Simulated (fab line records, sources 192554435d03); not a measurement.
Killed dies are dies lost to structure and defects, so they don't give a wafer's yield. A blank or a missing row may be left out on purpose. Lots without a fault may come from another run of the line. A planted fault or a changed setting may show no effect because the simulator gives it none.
Chamber matching | flow n5_finfet | N5_BEOL_M8_STRIP_19 on rie_diel-01: 4 sister chambers
The step strips in O2. 20 wafers are shown with their chamber, then 10 later ones without.

WAFERS WITH THEIR CHAMBER
wafer  | chamber | showerhead_plenum_p_Torr (Torr) | drypump_motor_current_A (A) | oes_product_au (a.u.)
L076.1 | 3       | 1.99                            | 5.1                         | 0.70
L076.2 | 2       | 2.09                            | 6.6                         | 0.70
L076.3 | 0       | 2.12                            | 5.5                         | 0.86
L076.4 | 1       | 2.14                            | 6.6                         | 0.86
L076.5 | 3       | 1.99                            | 5.1                         | 0.71
L076.6 | 0       | 2.12                            | 5.5                         | 0.87
L077.1 | 0       | 2.12                            | 5.5                         | 0.85
L077.3 | 3       | 1.99                            | 5.1                         | 0.70
L077.6 | 2       | 2.09                            | 6.6                         | 0.70
L078.3 | 3       | 1.99                            | 5.1                         | 0.70
L078.4 | 2       | 2.09                            | 6.6                         | 0.69
L078.5 | 0       | 2.12                            | 5.4                         | 0.87
L079.1 | 1       | 2.13                            | 6.6                         | 0.85
L079.2 | 0       | 2.12                            | 5.5                         | 0.86
L079.3 | 2       | 2.08                            | 6.6                         | 0.70
L079.4 | 3       | 1.99                            | 5.2                         | 0.72
L079.5 | 1       | 2.13                            | 6.7                         | 0.84
L079.6 | 2       | 2.08                            | 6.6                         | 0.69
L085.1 | 2       | 2.08                            | 6.6                         | 0.69
L085.4 | 0       | 2.12                            | 5.4                         | 0.84

SIGNATURES (means of the wafers above)
reading                  | chamber 0 | chamber 1 | chamber 2 | chamber 3 | scatter within a chamber
showerhead_plenum_p_Torr | 2.1200    | 2.1333    | 2.0850    | 1.9900    | 0.00368
drypump_motor_current_A  | 5.467     | 6.633     | 6.600     | 5.120     | 0.0418
oes_product_au           | 0.8583    | 0.8500    | 0.6950    | 0.7060    | 0.0092
Rule: a wafer's distance from a chamber is the root of the sum, over the readings, of the square of ((its reading less the chamber's mean) divided by the reading's scatter). The wafer belongs to the nearest chamber; if the next one is less than 2 further off, it can't be placed. The scatter: the root of (the sum of the squares of (reading less its chamber's mean) over the shown wafers, divided by (wafers less chambers)).

WAFERS WITHOUT THEIR CHAMBER
wafer  | showerhead_plenum_p_Torr (Torr) | drypump_motor_current_A (A) | oes_product_au (a.u.)
L085.5 | 2.12                            | 5.4                         | 0.84
L089.3 | 2.08                            | 6.6                         | 0.68
L089.5 | 2.08                            | 6.6                         | 0.68
L089.6 | 2.13                            | 6.6                         | 0.82
L094.1 | 2.07                            | 6.6                         | 0.67
L094.5 | 2.24                            | 5.1                         | 0.97
L094.6 | 2.11                            | 5.5                         | 0.81
L097.2 | 2.11                            | 5.5                         | 0.82
L097.3 | 2.12                            | 6.6                         | 0.80
L097.5 | 2.11                            | 5.5                         | 0.81

WHICH CHAMBER EACH WENT THROUGH
wafer  | from the rows above | in truth
L085.5 | 0                   | 0
L089.3 | 2                   | 2
L089.5 | 2                   | 2
L089.6 | 1                   | 1
L094.1 | 2                   | 2
L094.5 | 0                   | 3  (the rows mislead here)
L094.6 | 0                   | 0
L097.2 | 0                   | 0
L097.3 | 1                   | 1
L097.5 | 0                   | 0
Placed correctly: 9 of 10. Can't be placed from these rows: 0. Placed wrongly: 1.
